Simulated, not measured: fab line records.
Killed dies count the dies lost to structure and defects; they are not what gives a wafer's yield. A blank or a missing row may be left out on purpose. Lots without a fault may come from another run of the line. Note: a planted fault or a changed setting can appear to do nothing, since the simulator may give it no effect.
A single fault, viewed from 3 desks ; flow nandHarc ; every desk sees just its own numbers, and what lay behind them comes last

## THE DEFECT DESK
Inspection counts along the route, by lot: the mean over sampled wafers that carry a number. If a lot's mean is further than 4 standard deviations from the usual mean, the lot is out of limits and carries the mark OUT (the distance appears in the brackets).
Columns: A = rawDefectCount at NHARC_P_STI_INSPECT_25, usual 221; B = rawDefectCount at NHARC_P_GATE_INSPECT_28, usual 6.0; C = rawDefectCount at NHARC_P_GATE_INSPECT_68, usual 206
lot;first seen here;A;B;C
L192;day 4 01:31;265;3.7;277
L205;day 9 08:51;228;1457.0 (+99 or more) OUT;1624 (+18) OUT
L206;day 10 00:19;178;3.3;168
L211;day 11 20:14;124;5.3;111
L213;day 12 15:33;217;5.3;209
Finding of this desk: L205 out of limits; the first was L205 at day 10 07:05, on rawDefectCount at NHARC_P_GATE_INSPECT_28. L192, L206, L211, L213: within limits.

## AT THE TOOL OWNER'S DESK: wetBench-03
The tool's own readings at NHARC_P_GATE_PRECLEAN_70 (cleans in SC1): means of the sampled wafers that have a number, for each lot that ran on this tool. If a lot's mean is further than 4 standard deviations from the usual mean, the lot is out of limits and carries the mark OUT (the distance appears in the brackets).
Columns: A = diwFlowMLMin at NHARC_P_GATE_PRECLEAN_70, usual 1414; B = h2o2FlowMLMin at NHARC_P_GATE_PRECLEAN_70, usual 56.63
lot;first seen here;A;B
L205;day 9 09:01;1421;56.53
L213;day 12 15:42;1415;56.74
This desk found nothing out of limits on any of the 2 lots.

## FROM THE METROLOGY DESK
What the gauges read for every lot (on any tool): the sampled wafers with a number, averaged. If a lot's mean is further than 4 standard deviations from the usual mean, the lot is out of limits and carries the mark OUT (the distance appears in the brackets).
Columns: A = cdNm at NHARC_P_GATE_CD_MEAS_11, usual 1639.6 nm
lot;first seen here;A
L192;day 4 09:52;1640.6
L205;day 9 17:09;1639.1
L206;day 10 08:44;1639.1
L211;day 12 04:43;1639.7
L213;day 12 23:50;1639.2
This desk found nothing out of limits on any of the 5 lots.

## ALL TOGETHER
The defect desk could have raised an alarm at day 10 07:05, on L205.
The tool owner's desk saw nothing out of limits.
The metrology desk saw nothing out of limits.
On record at the tool owner's desk: L205, within its limits.
The metrology desk has L205 on record, within its limits.
On wetBench-03, each named lot ran NHARC_P_GATE_PRECLEAN_70.

## WHAT HAD BEEN PUT IN BY THE SIMULATOR
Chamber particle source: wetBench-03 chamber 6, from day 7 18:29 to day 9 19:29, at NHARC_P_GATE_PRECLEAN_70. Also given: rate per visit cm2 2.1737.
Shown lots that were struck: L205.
Hours from the fault's start to each desk's first reading out of limits: the defect desk, 61.
